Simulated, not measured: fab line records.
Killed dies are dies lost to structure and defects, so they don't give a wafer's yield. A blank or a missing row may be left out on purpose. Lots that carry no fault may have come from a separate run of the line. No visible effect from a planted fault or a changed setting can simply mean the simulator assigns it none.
Shared-tool check    flow nand harc    6 wafers sampled across 2 lots

== WHY THIS WAS OPENED ==
Flagged at NHARC_END_SORT_01: reading killed at periphery, on 2 of 2 lots. No-fault wafers: 3.7, standard deviation 2.6.
Rule: flag the lot when none of its wafers has a number, or when each of its wafers that has one lies beyond 4 standard deviations from that mean. As for the other lots, they are considered sound.

lot   measured      on         killed at periphery, wafer by wafer  flag
L448  day 27 15:35  prober-02  648 633 643                          FLAGGED
L447  day 28 01:52  prober-02  598 589 604                          FLAGGED
Flagged lots average 619.2: +615.5 relative to the usual, that is +99 or more standard deviations.

== LOT BY LOT: THE TOOL USED ==
The record holds 4 process steps before the reading, out of a route of 1302 steps. Each cell gives the tool, then ch followed by the chambers the sampled wafers passed through, then the start.
lot   flag     NHARC_P_M0_DEP_32               NHARC_P_M1_STRIP_18                NHARC_P_M2_DEP_00               NHARC_P_M2_ETCH_35
L448  FLAGGED  pecvd-04 ch 0,1,2, day 9 03:28  rie diel-04 ch 0,2,3, day 9 05:08  pecvd-04 ch 0,1,2, day 9 07:54  rie diel-13 ch 0,1,3, day 9 09:01
L447  FLAGGED  pecvd-04 ch 0,1,2, day 8 19:50  rie diel-08 ch 0,3, day 8 21:24    pecvd-01 ch 0,1,2, day 9 00:16  rie diel-02 ch 0,1, day 9 01:08
What these steps do:
- NHARC_P_M0_DEP_32: deposits SiCN, target thk 30 nm.
- NHARC_P_M1_STRIP_18: strips in N2/H2.
- NHARC_P_M2_DEP_00: deposits SiOC, target thk 182.5 nm.
- NHARC_P_M2_ETCH_35: etches the open film in N2/H2, target depth 40 nm, overetch 12 nm, time 43.94 s.
- NHARC_END_SORT_01

== FLAGGED OVER TOTAL, TOOL BY TOOL (the gauges that took the reading come last) ==
step                 tool         lots run  flagged  share of the flagged lots  sound lots run after its first flagged lot
NHARC_P_M0_DEP_32    pecvd-04     2         2        all                        0
NHARC_P_M1_STRIP_18  rie diel-04  1         1        some                       0
NHARC_P_M1_STRIP_18  rie diel-08  1         1        some                       0
NHARC_P_M2_DEP_00    pecvd-01     1         1        some                       0
NHARC_P_M2_DEP_00    pecvd-04     1         1        some                       0
NHARC_P_M2_ETCH_35   rie diel-02  1         1        some                       0
NHARC_P_M2_ETCH_35   rie diel-13  1         1        some                       0
NHARC_END_SORT_01    prober-02    2         2        all                        0

== WHAT THE TABLE ALLOWS ==
Rows of the table that ran all the flagged lots, 2 in number: pecvd-04 at NHARC_P_M0_DEP_32; prober-02 at NHARC_END_SORT_01.
- pecvd-04 at NHARC_P_M0_DEP_32 ran 2 lots, 2 of them flagged. The start can't be narrowed down: in this sample, it ran no sound lot prior to its first flagged lot.
- prober-02 at NHARC_END_SORT_01 ran 2 lots, 2 of them flagged. The start can't be narrowed down: in this sample, it ran no sound lot prior to its first flagged lot.
These 2 tools cannot be told apart by counting lots, since each of them fits a fault that started at some hour. More lots, or a look at what each step does to the wafer, might.

== WHAT WAS PUT IN BY THE SIMULATOR ==
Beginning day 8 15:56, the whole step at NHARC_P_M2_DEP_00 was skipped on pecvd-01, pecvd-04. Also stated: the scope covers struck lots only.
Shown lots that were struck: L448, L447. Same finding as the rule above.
